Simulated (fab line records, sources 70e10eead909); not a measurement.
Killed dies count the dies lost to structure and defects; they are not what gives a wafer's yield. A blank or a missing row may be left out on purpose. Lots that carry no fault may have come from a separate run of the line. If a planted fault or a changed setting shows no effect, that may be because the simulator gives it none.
Struck lot and sound lot, side by side | flow nandHarc | 15 out of 1159 route steps
Sound: these wafers, L344.3, L344.4, L344.6. Struck: wafers L351.1, L351.3, L351.5. The cause is given at the end.
Each step with rows lists, per side, the tool, then ch with its chambers, then its first start. Under that, the readings that differ: sound wafers | struck wafers | difference of the means | sigmas: that difference in standard deviations of wafers without a fault.
alike: same words and numbers on both sides, and readings whose means sit less than 2 such deviations apart. not compared: any withheld reading, any reading some wafer has no value for, any bound like >300 that may hide the same value, and any number with overlapping values for which the record gives no deviation.
Wherever a step has rows on one side only, a row that says differs or no value, or a row with sigmas, the two part there. Numbers that don't overlap but have no deviation are shown without sigmas and don't part them. A reading that every wafer of one side lacks parts them only if that side has two wafers or more.

NHARC_A_CONTACT_CD_MEAS_08: target cd 100 nm.
  sound on cdSem-02 ch 0, day 17 18:16; struck on cdSem-01 ch 0, day 19 16:31
  alike: cdNm
NHARC_A_CONTACT_OVL_MEAS_09:
  sound: overlay-01 at day 17 18:22; struck: overlay-01 at day 19 16:36
  alike: overlayXNm, overlayYNm
NHARC_A_CONTACT_INSPECT_10:
  sound: defectInspect-02 at day 17 18:24; struck: defectInspect-02 at day 19 16:38
  alike: rawDefectCount
NHARC_A_CONTACT_DESCUM_13: chemistry O2, time 3 s.
  sound on rieDiel-13 ch 0,1,3, day 17 18:30; struck on rieDiel-13 ch 1,2,3, day 19 16:42
  alike: drypumpMotorCurrentA, oesProductAu, rfVppV, showerheadPlenumPTorr, throttleValvePct
  not compared: rfHoursCounterH
NHARC_A_CONTACT_ETCH_88: etches the open film in CF4, target depth 39 nm, time 65 s.
  sound on rieDiel-13 ch 0,3, day 17 18:35; struck on rieDiel-13 ch 1,2,3, day 19 16:48
  alike: biasW, cf4FlowSccm, drypumpMotorCurrentA, oesProductAu, rfFwdPowerW, rfVppV, showerheadPlenumPTorr, throttleValvePct
  not compared: rfHoursCounterH
then, 3 steps without rows for these wafers: NHARC_A_CONTACT_ETCH_89 (etches the open film in N2/H2, target depth 260 nm, time 475.3 s); NHARC_A_CONTACT_ETCH_30 (etches the open film in CF4/CHF3, target depth 60.5 nm, time 30.2 s); NHARC_A_CONTACT_ETCH_31 (etches the open film in O2/COS, target depth 2000 nm, time 520 s).
NHARC_A_CONTACT_ETCH_134: etches the open film in C4F8/O2/Ar, time 140 s, target depth 700 nm.
  sound on harCapEtch-01 ch 0,1, day 17 19:44; struck on harCapEtch-01 ch 0, day 19 17:41
  alike: chamberPressureMTorr, oesAirLineAu
  not compared: rfHoursCounterH
then, 1 step without rows for these wafers: NHARC_A_CONTACT_ETCH_135 (etches the open film in C4F8/O2/Ar, time 132 s, target depth 1287 nm).
NHARC_A_CONTACT_ETCH_136: etches the open film in C4F8/O2/Ar, time 132 s, target depth 1287 nm.
  sound on harCapEtch-01 ch 0,1, day 17 20:02; struck on harCapEtch-01 ch 0, day 19 18:01
  alike: chamberPressureMTorr, oesAirLineAu
  not compared: rfHoursCounterH
NHARC_A_CONTACT_ETCH_137: etches the open film in C4F8/O2/Ar, time 132 s, target depth 1287 nm.
  sound on harCapEtch-01 ch 0,1, day 17 20:09; struck on harCapEtch-01 ch 0, day 19 18:08
  alike: chamberPressureMTorr, oesAirLineAu
  not compared: rfHoursCounterH
NHARC_A_CONTACT_ETCH_138: etches the open film in C4F8/O2/Ar, time 132 s, target depth 1289 nm.
  sound on harCapEtch-01 ch 0,1, day 17 20:16; struck on harCapEtch-01 ch 0, day 19 18:16
  no value came back on the struck wafers for chamberPressureMTorr (mTorr), oesAirLineAu (a.u.); on the sound wafers chamberPressureMTorr (mTorr) reads 20.003 20.006 20.011
  not compared: rfHoursCounterH
then, 1 step without rows for these wafers: NHARC_A_CONTACT_ETCH_139 (etches the open film in C4F8/O2/Ar, time 137 s, target depth 590 nm).
-- jump in the record: it breaks off in module A_CONTACT and resumes in module END (first step shown: number 1159 of the route), and 2 days separate the struck wafers' starts before and after --
NHARC_END_SORT_01:
  only the struck wafers appear in the record here, on prober-02 ch 0 at day 21 21:17; the sound ones have no rows

## WHERE THEY PART
At NHARC_A_CONTACT_ETCH_138 first; at NHARC_END_SORT_01 last (within this record only).

WHY: the cause the simulator had injected
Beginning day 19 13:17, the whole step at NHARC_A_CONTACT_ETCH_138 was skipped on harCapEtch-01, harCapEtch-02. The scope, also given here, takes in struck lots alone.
